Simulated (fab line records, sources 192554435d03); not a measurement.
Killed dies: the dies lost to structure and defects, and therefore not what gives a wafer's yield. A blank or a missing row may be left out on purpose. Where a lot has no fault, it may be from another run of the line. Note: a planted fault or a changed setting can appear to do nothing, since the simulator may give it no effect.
A struck lot beside a sound one    flow n5Finfet    16 out of 1938 route steps
Sound: wafers L252.2, L252.4, L252.6. Struck: wafer L267.6 (left out: L267.4, L267.5 of the same lot, which were not struck); the cause appears at the end.
Per side, at each step with rows, come the tool, then ch with its chambers, and then its first start. Under that, the readings that differ: sound wafers    struck wafers    difference of the means    sigmas: that difference in standard deviations of wafers without a fault.
alike: readings with means less than 2 such deviations apart, plus words and numbers identical on both sides. not compared: withheld readings, readings lacking a value on some wafer, bounds such as >300 that could conceal the same value, and numbers that have no deviation in the record and whose values overlap.
A row with sigmas, a row that says differs or no value, or rows on one side alone: a step with any of these is where the two part. Numbers that don't overlap but have no deviation are shown without sigmas and don't part them. A reading that every wafer of one side lacks parts them only if that side has two wafers or more.

N5_BEOL_M0_SAQP_STRIP_75: strips in CF4.
  sound on rieDiel-02 ch 1,2,3, day 7 22:48; struck on rieDiel-05 ch 2, day 11 18:46
  alike: cf4FlowSccm, drypumpMotorCurrentA, oesProductAu, rfVppV, showerheadPlenumPTorr, throttleValvePct
  not compared: rfHoursCounterH
then, 7 steps without rows for these wafers: N5_BEOL_M0_CUTY_COAT_50 (time 60 s, resist thk 15 nm); N5_BEOL_M0_CUTY_COAT_51 (resist thk 150 nm); N5_BEOL_M0_CUTY_EBR_52; N5_BEOL_M0_CUTY_SOFTBAKE_53 (time 60 s); N5_BEOL_M0_CUTY_EXPOSE_54 (exposes mask M0 ABLK); N5_BEOL_M0_CUTY_PEB_55 (peb time 60 s); N5_BEOL_M0_CUTY_DEVELOP_56 (develop time 30 s).
N5_BEOL_M0_CUTY_CD_MEAS_57: target cd 200 nm.
  sound on cdSem-02 ch 0, day 7 23:11; struck on cdSem-02 ch 0, day 11 19:10
  alike: cdNm
N5_BEOL_M0_CUTY_OVL_MEAS_58:
  sound on overlay-01 ch 0, day 7 23:13; struck on overlay-02 ch 0, day 11 19:11
  alike: M0_ABLK_OVL
N5_BEOL_M0_CUTY_INSPECT_59: inspects for defects (macro).
  sound on defectInspect-02 at day 7 23:15; struck on defectInspect-02 at day 11 19:13
  alike: rawDefectCount
N5_BEOL_M0_CUTY_DESCUM_61: chemistry O2, time 7.9 s.
  sound on rieDiel-01 ch 1,3, day 7 23:17; struck on rieDiel-01 ch 1, day 11 19:19
reading                       sound           struck  difference  sigmas
oesProductAu (a.u.)           0.68 0.69 0.67  0.96    +0.28       +3
showerheadPlenumPTorr (Torr)  1.97 2.15 1.97  2.22    +0.19       +2
  alike: drypumpMotorCurrentA, o2FlowSccm, rfVppV, throttleValvePct
  not compared: rfHoursCounterH
N5_BEOL_M0_CUTY_ETCH_62: etches SiARC in CF4, time 58.5 s.
  sound on rieDiel-01 ch 1,3, day 7 23:19; struck on rieDiel-01 ch 1, day 11 19:21
reading                       sound              struck  difference  sigmas
etchRfOnTimeS (s)             58.0 57.6 57.8     112.1   +54.3       +39
showerheadPlenumPTorr (Torr)  2.04 2.19 2.04     2.29    +0.20       +3
throttleValvePct (%)          15.64 15.81 15.66  15.21   -0.49       -3
  alike: cf4FlowSccm, drypumpMotorCurrentA, oesProductAu, rfVppV
  not compared: rfHoursCounterH
N5_BEOL_M0_CUTY_ETCH_63: etches SOC in N2/H2, target depth 82.7 nm, overetch 16.5 nm, time 124 s.
  sound on rieDiel-01 ch 1,3, day 7 23:22; struck on rieDiel-01 ch 1, day 11 19:24
reading                       sound              struck  difference  sigmas
oesProductAu (a.u.)           0.55 0.57 0.55     0.77    +0.21       +3
showerheadPlenumPTorr (Torr)  2.38 2.61 2.38     2.69    +0.23       +2
throttleValvePct (%)          17.50 18.00 17.51  17.14   -0.53       -2
  alike: drypumpMotorCurrentA, rfVppV
  not compared: rfHoursCounterH
-- here the record skips 3 days between the struck wafers' starts before and after, leaving off in module BEOL_M0_CUTY and picking up in module BEOL_M4 (first step shown: number 1111 of the route) --
N5_BEOL_M4_RC_MEAS_101:
  sound on prober-01 ch 0, day 10 09:43; struck on prober-02 ch 0, day 14 08:32
reading         sound              struck  difference  sigmas
DIBL_P (mV/V)   33.7 35.0 34.1     40.2    +5.9        +3
IOFF_N (nA/um)  0.131 0.141 0.121  0.214   +0.083      +3
SS_P (mV/dec)   72.4 72.8 72.2     74.0    +1.5        +3
VT_N (mV)       252 254 256        244     -10         -3
  alike: DIBL_N, IOFF_P, ION_N, ION_P, SS_N, VT_P
N5_PASSIVATION_PROBE_49:
  the record has rows for the sound wafers here (prober-01, day 14 18:20) and none for the struck ones

## WHERE THEY PART
First at N5_BEOL_M0_CUTY_DESCUM_61; last, within this record, at N5_PASSIVATION_PROBE_49.

WHY: what the simulator had put in
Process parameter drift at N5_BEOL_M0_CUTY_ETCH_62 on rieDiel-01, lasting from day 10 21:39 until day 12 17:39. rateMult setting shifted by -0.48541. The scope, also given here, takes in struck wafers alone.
